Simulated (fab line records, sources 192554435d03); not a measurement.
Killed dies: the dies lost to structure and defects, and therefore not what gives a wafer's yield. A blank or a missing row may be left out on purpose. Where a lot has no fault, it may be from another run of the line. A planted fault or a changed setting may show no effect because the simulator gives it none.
Which tool did it? | flow n5-finfet | 10 lots with 30 wafers sampled at 3 steps, on a route of 1938 steps

## WHAT THE GAUGES SHOWED, per wafer
N5_BEOL_M14_OVL_MEAS_29.
lot  | measured     | on         | M14_OVL (nm)
L771 | day 11 20:01 | overlay-02 | 7 4 1
L772 | day 11 20:43 | overlay-01 | -8 -10 0
L774 | day 12 10:19 | overlay-01 | 1 -3 10
L780 | day 14 04:42 | overlay-01 | 0 -4 2
L779 | day 14 09:49 | overlay-01 | -4 6 -3
L781 | day 14 10:33 | overlay-02 | -5 3 4
L785 | day 15 21:38 | overlay-02 | 7 -1 -2
L786 | day 16 21:20 | overlay-02 | 2 1 -5
L789 | day 17 02:54 | overlay-01 | -5 -4 -6
L791 | day 18 01:18 | overlay-02 | -3 -1 -7

## EACH LOT AND THE TOOL THAT RAN IT (in order: tool; ch and the chambers of the sampled wafers; start)
lot  | N5_BEOL_M14_VIA_ETCH_16            | N5_BEOL_M14_STRIP_64
L771 | rie-diel-04 ch 0,1,2, day 11 19:19 | rie-diel-04 ch 0,1,2, day 11 20:01 or earlier
L772 | rie-diel-06 ch 1,2,3, day 11 19:53 | rie-diel-06 ch 1,2,3, day 11 20:43 or earlier
L774 | rie-diel-06 ch 0,1,2, day 12 09:36 | rie-diel-06 ch 0,1,2, day 12 10:19 or earlier
L780 | rie-diel-06 ch 0,2,3, day 14 04:00 | rie-diel-06 ch 0,2,3, day 14 04:42 or earlier
L779 | rie-diel-05 ch 0,2, day 14 08:59   | rie-diel-05 ch 0,2, day 14 09:49 or earlier
L781 | rie-diel-06 ch 2,3, day 14 09:34   | rie-diel-06 ch 2,3, day 14 10:33 or earlier
L785 | rie-diel-04 ch 0,2, day 15 20:48   | rie-diel-04 ch 0,2, day 15 21:38 or earlier
L786 | rie-diel-06 ch 0,1,2, day 16 20:30 | rie-diel-06 ch 0,1,2, day 16 21:20 or earlier
L789 | rie-diel-05 ch 0,1,2, day 17 02:11 | rie-diel-05 ch 0,1,2, day 17 02:54 or earlier
L791 | rie-diel-04 ch 0,1,3, day 17 21:00 | rie-diel-04 ch 0,1,3, day 18 01:18 or earlier
- N5_BEOL_M14_VIA_ETCH_16: etches SiO2 in C4F8/O2/Ar, target depth 1231.3 nm.
- N5_BEOL_M14_STRIP_64: strips in O2.

## WHAT THE TOOLS THEMSELVES READ (means of the sampled wafers that have a number; where no wafer has one, the mark that the record gives instead)
N5_BEOL_M14_VIA_ETCH_16.
lot  | tool        | C4F8_flow_sccm (sccm) | O2_flow_sccm (sccm) | drypump-motor-current-A (A) | oes-product-au (a.u.) | rf-vpp-V (V) | showerhead-plenum-p-Torr (Torr) | throttle-valve-pct (%)
L771 | rie-diel-04 | 16.04                 | 11.97               | 5.5                         | 0.70                  | 2194         | 3.49                            | 30.59
L772 | rie-diel-06 | 16.03                 | 12.00               | 6.0                         | 0.75                  | 2210         | 3.28                            | 30.54
L774 | rie-diel-06 | 16.01                 | 11.99               | 6.0                         | 0.77                  | 2234         | 3.32                            | 30.68
L780 | rie-diel-06 | 15.99                 | 12.00               | 6.2                         | 0.70                  | 2197         | 3.29                            | 30.64
L779 | rie-diel-05 | 16.00                 | 12.06               | 5.3                         | 0.84                  | 2236         | 3.58                            | 30.67
L781 | rie-diel-06 | 15.98                 | 12.00               | 5.8                         | 0.65                  | 2225         | 3.23                            | 30.54
L785 | rie-diel-04 | 16.01                 | 11.98               | 5.8                         | 0.67                  | 2190         | 3.56                            | 30.90
L786 | rie-diel-06 | 16.00                 | 12.03               | 6.0                         | 0.80                  | 2245         | 3.43                            | 30.70
L789 | rie-diel-05 | 15.98                 | 12.00               | 5.6                         | 0.75                  | 2231         | 3.51                            | 30.76
L791 | rie-diel-04 | 16.00                 | 11.99               | 5.4                         | 0.78                  | 2211         | 3.54                            | 30.42

N5_BEOL_M14_STRIP_64.
lot  | tool        | drypump-motor-current-A (A) | o2-flow-sccm (sccm) | oes-product-au (a.u.) | rf-vpp-V (V) | showerhead-plenum-p-Torr (Torr) | throttle-valve-pct (%)
L771 | rie-diel-04 | 5.5                         | 224.7               | 0.76                  | 3.9          | 2.15                            | 16.59
L772 | rie-diel-06 | 5.9                         | 225.2               | 0.83                  | 3.5          | 2.02                            | 16.67
L774 | rie-diel-06 | 6.0                         | 225.4               | 0.85                  | 3.3          | 2.03                            | 16.69
L780 | rie-diel-06 | 6.2                         | 225.3               | 0.78                  | 3.1          | 2.01                            | 16.64
L779 | rie-diel-05 | 5.3                         | 225.3               | 0.92                  | 3.2          | 2.19                            | 16.33
L781 | rie-diel-06 | 5.8                         | 225.4               | 0.70                  | 3.9          | 1.98                            | 16.75
L785 | rie-diel-04 | 5.7                         | 225.0               | 0.74                  | 3.7          | 2.19                            | 16.82
L786 | rie-diel-06 | 6.0                         | 225.2               | 0.86                  | 3.1          | 2.11                            | 16.61
L789 | rie-diel-05 | 5.6                         | 225.1               | 0.83                  | 4.0          | 2.14                            | 16.47
L791 | rie-diel-04 | 5.4                         | 224.9               | 0.86                  | 3.6          | 2.17                            | 16.30

## THE ANSWER, worked out from the rows above alone
Rule: usual is defined by the lots themselves. The widest of any qualifying gaps counts: lots, ordered by their means at a reading, are off when they make up no more than a third of the lots, leave a main group of 4 or more, and stand apart from it by 3 or more times the standard deviation of that group's means. A main group is skipped when, at the precision printed for the reading in the tables above, its means are all equal. A lot without any number at a reading at which 4 lots or more have one is off too. All remaining lots with rows at the step are treated as sound. Order of review: gauges by route order, followed by the tools' own readings, for which a lot's mean as printed above is used. At the first step where some lot is off, the reading lying furthest off is the one used; lots without a number count as furthest.
Across all readings shown, no lot is off: no conclusion can be drawn from this.

## WHAT THE SIMULATOR PUT IN
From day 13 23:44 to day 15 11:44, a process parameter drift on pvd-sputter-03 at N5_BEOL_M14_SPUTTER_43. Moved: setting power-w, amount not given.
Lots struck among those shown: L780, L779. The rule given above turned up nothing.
